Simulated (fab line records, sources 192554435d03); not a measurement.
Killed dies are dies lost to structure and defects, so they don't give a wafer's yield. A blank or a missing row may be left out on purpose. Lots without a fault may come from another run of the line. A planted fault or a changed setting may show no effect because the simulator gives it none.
Chamber matching | flow n5_finfet | N5_HKMG_FIN_ALD_74 on ald_hk-02: 4 sister chambers
The step deposits La2O3, target thk 0.5 nm, pulse time 6 s, co reactant pulse time 1 s. 7 wafers are shown with their chamber, then 7 later ones without.

WAFERS WITH THEIR CHAMBER
wafer  | chamber | heater_power_w (W) | precursor_pulse_height_rel
L082.3 | 2       | 328                | 1.015
L082.6 | 1       | 335                | 0.977
L085.1 | 0       | 427                | 0.966
L085.4 | 3       | 336                | 0.936
L085.6 | 2       | 324                | 0.980
L089.2 | 3       | 344                | 1.014
L089.3 | 0       | 429                | 1.026

WAFERS WITHOUT THEIR CHAMBER
wafer  | heater_power_w (W) | precursor_pulse_height_rel
L089.6 | 319                | 0.980
L092.2 | 330                | 1.013
L092.4 | 332                | 1.000
L092.6 | 332                | 0.992
L094.2 | 349                | 1.001
L094.3 | 429                | 0.994
L094.5 | 349                | 0.986

WHICH CHAMBER EACH WENT THROUGH
wafer  | from the rows above          | in truth
L089.6 | 2                            | 2
L092.2 | can't be placed: 2 or 1 or 3 | 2
L092.4 | can't be placed: 1 or 2 or 3 | 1
L092.6 | can't be placed: 1 or 2 or 3 | 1
L094.2 | can't be placed: 3 or 1      | 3
L094.3 | 0                            | 0
L094.5 | can't be placed: 3 or 1      | 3
Placed correctly: 2 of 7. Can't be placed from these rows: 5 (the true chamber is among the candidates in 5). Placed wrongly: 0.
How it was worked out, from the rows above alone: a wafer's distance from a chamber is the root of the sum, over the readings, of the square of ((its reading less the chamber's mean) divided by the reading's scatter). The wafer belongs to the nearest chamber; if the next one is less than 2 further off, it can't be placed. A chamber's mean is the mean of its shown wafers. The scatter: the root of (the sum of the squares of (reading less its chamber's mean) over the shown wafers, divided by (wafers less chambers)).
